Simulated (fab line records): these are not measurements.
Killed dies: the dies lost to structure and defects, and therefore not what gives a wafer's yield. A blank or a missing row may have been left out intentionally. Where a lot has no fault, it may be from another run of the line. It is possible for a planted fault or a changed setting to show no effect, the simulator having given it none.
Split-lot experiment | flow n5-finfet | 21 wafers read from 7 lots, route of 1938 steps

## ABOUT THE SPLIT
At N5_BEOL_M0_SAQP_PECVD_03 (deposits SiCN from 3MS/NH3, target thk 12 nm, time 21.1 s), the setting time-s was moved away from the recipe's 21.1 s on 4 of the 21 wafers read, by -12.6% to +5.7%. This setting was run at the recipe's value on the other wafers.

The reading comes from the split's own step.

## THE READING
SiCN_of_BEOL_M0_SAQP_PECVD_03.thk-nm (the simulator's own value, which no gauge read), in nm, at N5_BEOL_M0_SAQP_PECVD_03 (deposits SiCN from 3MS/NH3, target thk 12 nm, time 21.1 s). The file gives no usual value for it. The 17 wafers here that ran the recipe average 11.9 nm, standard deviation 0.18 nm.

wafer  | tool, chamber at the split | time-s as run, s | against the recipe | SiCN_of_BEOL_M0_SAQP_PECVD_03.thk-nm, nm | against lot-mates on the recipe
L077.2 | pecvd-02, 0,2              | 21.1             | recipe             | 11.8                                     | -
L077.6 | pecvd-02, 0,2              | 21.1             | recipe             | 11.8                                     | -
L077.4 | pecvd-02, 0                | 21.1             | recipe             | 12                                       | -
L078.1 | pecvd-01, 0,2              | 21.1             | recipe             | 12                                       | -
L078.5 | pecvd-01, 0,2              | 21.1             | recipe             | 12                                       | -
L078.6 | pecvd-01, 0                | 21.1             | recipe             | 12.2                                     | -
L079.4 | pecvd-03, 2                | 21.1             | recipe             | 11.8                                     | -
L079.5 | pecvd-03, 0,1              | 21.1             | recipe             | 12                                       | -
L079.6 | pecvd-03, 0,1              | 21.1             | recipe             | 12                                       | -
L082.1 | pecvd-01, 2                | 22.3             | +5.7%              | 12.4                                     | +0.7
L082.4 | pecvd-01, 2                | 21.1             | recipe             | 11.8                                     | -
L082.6 | pecvd-01, 2                | 21.1             | recipe             | 11.6                                     | -
L084.3 | pecvd-01, 2,0              | 21.1             | recipe             | 11.8                                     | -
L084.4 | pecvd-01, 2,0              | 21.1             | recipe             | 11.8                                     | -
L084.5 | pecvd-01, 0                | 21.1             | recipe             | 12                                       | -
L086.2 | pecvd-02, 0,1              | 19.2             | -9.0%              | 11.2                                     | -1.2
L086.3 | pecvd-02, 0,1              | 19.2             | -9.0%              | 11.2                                     | -1.2
L086.4 | pecvd-02, 0                | 21.1             | recipe             | 12.4                                     | -
L089.1 | pecvd-02, 2                | 21.1             | recipe             | 11.8                                     | -
L089.3 | pecvd-02, 0                | 18.45            | -12.6%             | 10.6                                     | -1.3
L089.5 | pecvd-02, 0                | 21.1             | recipe             | 12                                       | -
The file does not say which wafer passed through which chamber wherever a row lists several chambers: such a row stands for several wafers.

FIT RESULTS
A straight line over all 21 wafers: SiCN_of_BEOL_M0_SAQP_PECVD_03.thk-nm changes by +0.0922 nm for each +1% of time-s; r = +0.90; the points scatter about the line by 0.18 nm.
The same after taking each lot's own level away (the mean of its wafers on the recipe; 21 wafers): +0.119 nm for each +1%; r = +0.98; scatter 0.11 nm.
The reading moves by 1.5 nm for the largest change in time-s, on that fit.
Measured against the standard deviation above, the lots' own levels, which go from 11.70 to 12.40 nm, span 3.9 times it.
In other words, the slope is changed by the lot-to-lot level; the two fits disagree.
Check: with one of the wafers moved furthest among these (-12.6%) left out of the fit, the line predicts -1.65 nm for it against its lot-mates. It came out at -1.3 nm against them.

## OTHER SPLITS ON THESE WAFERS
These wafers also went through other splits before the reading. Each is held against what the fit with the lots' levels taken away leaves over:
other split on the same wafers               | wafers away from the commonest value | r with SiCN_of_BEOL_M0_SAQP_PECVD_03.thk-nm (lot level and that fit taken away)
N5_GATE_CUT_COAT_34 spin-rpm                 | 5                                    | +0.00
N5_MOL_CONTACT_COAG_ETCH_105 bias-w          | 5                                    | -0.03
N5_MOL_CONTACT_COAG_CONTACT_ETCH_14 source-w | 10                                   | +0.03
N5_MOL_CONTACT_COAG_ALD_27 ald-cycles        | 7                                    | -0.25
N5_MOL_CONTACT_COAG_ALD_123 ald-cycles       | 6                                    | -0.25

## THE FILE'S OWN FIT
SiCN_of_BEOL_M0_SAQP_PECVD_03.thk-nm changes by +0.115 nm for each +1% of time-s, r = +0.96.
